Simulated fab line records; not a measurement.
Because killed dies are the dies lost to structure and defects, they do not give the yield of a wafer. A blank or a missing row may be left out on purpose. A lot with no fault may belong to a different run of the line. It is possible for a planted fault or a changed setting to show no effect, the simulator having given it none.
Comparing a struck lot with a sound one || flow nand-harc || 24 out of 1302 route steps
Sound: the wafers L788.3, L788.4, L788.6. Wafers struck: L780.1, L780.2, L780.6. The cause comes at the end.
For every step that has rows: the tool of each side, followed by ch and its chambers, followed by its first start. Under that, the readings that differ: sound wafers || struck wafers || difference of the means || sigmas: that difference in standard deviations of wafers without a fault.
alike: words and numbers the same on both sides, and readings whose means are apart by under 2 such deviations; not compared: readings that were withheld, readings missing a value for some wafer, numbers with overlapping values and no deviation given by the record, and bounds like >300 which may hide the same value.
The two part at a step that has a row with sigmas, a row that says differs or no value, or rows on one side only. Non-overlapping numbers with no deviation appear without sigmas and do not part them. A reading that every wafer of one side lacks parts them only if that side has two wafers or more.

first, 1 step without rows for these wafers: NHARC_P_CONTACT_DEP_00 (deposits SiO2, target thk 500 nm).
NHARC_P_CONTACT_CMP_01: polishes SiO2, target thk 200 nm.
  sound on cmp-04 ch 0,2, day 12 22:14; struck on cmp-01 ch 1,2, day 9 19:10
  alike: motor-current-A, slurry-filter-dp-kPa
then, 9 steps without rows for these wafers: NHARC_P_CONTACT_SRD_03; NHARC_P_CONTACT_DEHYDRATE_04 (time 120 s); NHARC_P_CONTACT_HMDS_05 (time 30 s); NHARC_P_CONTACT_COAT_33 (time 75 s); NHARC_P_CONTACT_COAT_34 (time 65 s); NHARC_P_CONTACT_COAT_06 (resist thk 90 nm); NHARC_P_CONTACT_SOFTBAKE_07 (time 55 s); NHARC_P_CONTACT_EBR_08; NHARC_P_CONTACT_EXPOSE_09 (exposes mask P CA, target cd 90 nm).
NHARC_P_CONTACT_PEB_10: peb time 65 s.
  sound on litho-track-04 ch 0, day 12 22:57; struck on litho-track-06 ch 0, day 9 19:55
{"reading": "heater-power-total-W (W)", "sound": "156.0 156.0 156.9", "struck": "187.5 188.3 188.0", "difference": "+31.6", "sigmas": "+77"}
{"reading": "plate-temp-C (C)", "sound": "100.00 99.95 99.95", "struck": "114.35 114.40 114.46", "difference": "+14.44", "sigmas": "+99 or more"}
then, 1 step without rows for these wafers: NHARC_P_CONTACT_DEVELOP_11 (develop time 35 s).
NHARC_P_CONTACT_CD_MEAS_12: the cd target is 90 nm.
  sound on cd-sem-02 ch 0, day 12 23:02; struck on cd-sem-01 ch 0, day 9 20:00
{"reading": "cd-nm (nm)", "sound": "90.5 90.3 89.5", "struck": "126.8 128.0 128.2", "difference": "+37.6", "sigmas": "+40"}
NHARC_P_CONTACT_OVL_MEAS_13:
  struck on overlay-01, day 9 20:05; sound on overlay-01, day 12 23:07
  alike: overlay-x-nm, overlay-y-nm
NHARC_P_CONTACT_INSPECT_14:
  struck on defect-inspect-02, day 9 20:07; sound on defect-inspect-02, day 12 23:10
  alike: raw-defect-count
NHARC_P_CONTACT_DESCUM_17: chemistry O2, time 3 s.
  sound on rie-diel-06 ch 0,1,3, day 12 23:14; struck on rie-diel-08 ch 0,2,3, day 9 20:11
{"reading": "model.P_CONTACT.cd-nm (nm)", "sound": "90.78 90.53 88.85", "struck": "127.1 128.2 127.6", "difference": "+37.6", "sigmas": ""}
  alike: drypump-motor-current-A, oes-product-au, rf-vpp-V, showerhead-plenum-p-Torr, throttle-valve-pct
  not compared: rf-hours-counter-h
NHARC_P_CONTACT_ETCH_35: etches the open film in CF4, target depth 39 nm, time 65 s.
  sound on rie-diel-06 ch 0,1,3, day 12 23:19; struck on rie-diel-08 ch 0,1, day 9 20:16
  alike: drypump-motor-current-A, oes-product-au, rf-vpp-V, showerhead-plenum-p-Torr, throttle-valve-pct
  not compared: rf-hours-counter-h
NHARC_P_CONTACT_ETCH_36: etches the open film in N2/H2, target depth 260 nm, time 406.25 s.
  sound on rie-diel-06 ch 0,2,3; struck on rie-diel-08 ch 0,1,3
  alike: drypump-motor-current-A, oes-product-au, rf-vpp-V, showerhead-plenum-p-Torr, throttle-valve-pct
  not compared: rf-hours-counter-h
NHARC_P_CONTACT_ETCH_18: etches the open film in C4F8/O2/Ar, target depth 481 nm, time 240.5 s.
  sound on rie-diel-06 ch 2,3; struck on rie-diel-08 ch 0,2
{"reading": "oes-product-au (a.u.)", "sound": "0.925 0.953 0.948", "struck": "0.980 0.998 1.006", "difference": "+0.053", "sigmas": "+3"}
  alike: rf-vpp-V
  not compared: rf-hours-counter-h
then, 1 step without rows for these wafers: NHARC_P_CONTACT_STRIP_37 (strips in C4F8/O2/Ar).
NHARC_P_CONTACT_ETCH_31: etches the open film in CH3F/O2, target depth 30 nm, time 85.7 s.
  sound on rie-diel-06 ch 0,2; struck on rie-diel-08 ch 0,2,3
{"reading": "model.P_CONTACT.cd-nm (nm)", "sound": "91.22 88.17 91.36", "struck": "125.7 128.4 124.3", "difference": "+35.9", "sigmas": ""}
  alike: drypump-motor-current-A, oes-product-au, rf-vpp-V, showerhead-plenum-p-Torr, throttle-valve-pct
  not compared: rf-hours-counter-h
NHARC_P_CONTACT_CD_MEAS_19:
  struck on cd-sem-03, day 9 21:03; sound on cd-sem-03, day 13 00:05
{"reading": "cd-nm (nm)", "sound": "91.1 88.2 91.5", "struck": "125.6 128.2 124.2", "difference": "+35.7", "sigmas": "+17"}
NHARC_P_CONTACT_STRIP_28: strips in O2.
  sound on rie-diel-11 ch 0,2,3, day 13 00:11; struck on rie-diel-06 ch 0,1,3, day 9 21:09
  alike: drypump-motor-current-A, oes-product-au, rf-vpp-V, showerhead-plenum-p-Torr, throttle-valve-pct
  not compared: rf-hours-counter-h

## WHERE THEY PART
Last at NHARC_P_CONTACT_CD_MEAS_19 as far as this record goes, first at NHARC_P_CONTACT_PEB_10. Later steps at which nothing parts them and some readings are alike: NHARC_P_CONTACT_STRIP_28.

WHY: the cause the simulator had injected
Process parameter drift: litho-track-06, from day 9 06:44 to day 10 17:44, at NHARC_P_CONTACT_PEB_10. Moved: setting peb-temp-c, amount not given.
